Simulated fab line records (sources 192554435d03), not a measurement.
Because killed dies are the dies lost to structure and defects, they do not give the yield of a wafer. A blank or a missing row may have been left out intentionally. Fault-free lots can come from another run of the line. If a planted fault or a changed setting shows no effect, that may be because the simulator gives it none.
8D (eight disciplines) problem report, filled in by code + flow n5_finfet + the parts of the form that need people (team, actions taken, sign-off) are left out

## 1. WHAT WENT WRONG
At N5_PASSIVATION_VIA_ETCH_13, bias_w averages 194.4 W over 2 wafers from 2 lots, while fault-free wafers read 169.9 W, standard deviation 0.49. That puts it +50 standard deviations away from the usual mean.
The step: etches SiO2 in CHF3/O2, target depth 660 nm, time 330 s.
First seen on wafer L364.4, day 14 18:55, on rie_diel-02. Wafers with a number at this step in the record: 28, from 10 lots. Rule for "out", or "out of limits": more than 4 standard deviations from the usual mean. The other wafers with a number count as sound.

## 2. WHAT IT IS AND WHAT IT IS NOT
| question                    | is                | is not                                                                                       |
|-----------------------------|-------------------|----------------------------------------------------------------------------------------------|
| which readings at this step | bias_w, rf_vpp_V  | drypump_motor_current_A, oes_product_au, showerhead_plenum_p_Torr, throttle_valve_pct        |
| which lots                  | L364, L367        | L353, L354, L355, L358, L365, L371, L372, L373                                               |
| which wafers of those lots  | L364.4, L367.6    | L364.1, L364.5, L367.2, L367.4                                                               |
| read on which tools         | rie_diel-02       | rie_diel-03, rie_diel-05                                                                     |
| when                        | from day 14 18:55 | up to then (13 sound wafers); but 13 sound wafers of L365, L367, L371, L372, L373 came after |

## 3. SUSPECTS, AND WHAT RULES EACH OUT
Counting: if a tool at a process step up to the reading ran every lot that is out, it stays a suspect. Sound lots after the first of them don't rule it out here, since some wafers of a struck lot are sound.
- rie_diel-02 at N5_PASSIVATION_VIA_ETCH_13 (etches SiO2 in CHF3/O2, target depth 660 nm, time 330 s): kept. It ran every lot that is out, first L364 (day 14 18:55); its last sound lot up to then is L354 (day 12 04:34). On those wafers its own readings are out: bias_w, rf_vpp_V.
- rie_diel-02, N5_PASSIVATION_VIA_ETCH_13: wafers that are out in chamber 3, sound lot-mates in chambers 0, 1, 2.
After counting, what remains is rie_diel-02 at N5_PASSIVATION_VIA_ETCH_13.

## 4. THE CAUSE (what the simulator had put in)
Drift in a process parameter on rie_diel-02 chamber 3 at N5_PASSIVATION_VIA_ETCH_13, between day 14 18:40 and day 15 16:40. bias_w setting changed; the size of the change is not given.
Only this tool survived the counting.

## 5. SEQUENCE OF EFFECTS, ordered by route
Rows list readings where the struck wafers' mean (over those with a number) sits beyond 3 standard deviations from the usual. Readings are gone through only where the record gives a usual standard deviation; hours: the median, over the lots, of the time from a lot's start at the first step in this table giving one to that lot's start at this step; sigmas: the change measured in usual standard deviations.
| hours | step                       | reading  | usual   | on struck wafers | change | sigmas |
|-------|----------------------------|----------|---------|------------------|--------|--------|
| 0     | N5_PASSIVATION_VIA_ETCH_13 | bias_w   | 169.9 W | 194.4            | +24.5  | +50    |
| 0     | N5_PASSIVATION_VIA_ETCH_13 | rf_vpp_V | 527 V   | 600              | +73    | +6.6   |
Its process steps:
- N5_PASSIVATION_VIA_ETCH_13: etches SiO2 in CHF3/O2, target depth 660 nm, time 330 s.
Later steps that measure or inspect, where all struck wafers having a row at the step show a number for every such reading and not one has moved that far: N5_PASSIVATION_OVL_MEAS_63.

## 6. HOW IT WOULD HAVE BEEN CAUGHT EARLIER
First out-of-limits reading in this record: day 14 18:55, which is 0 hours after fault onset at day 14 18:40.
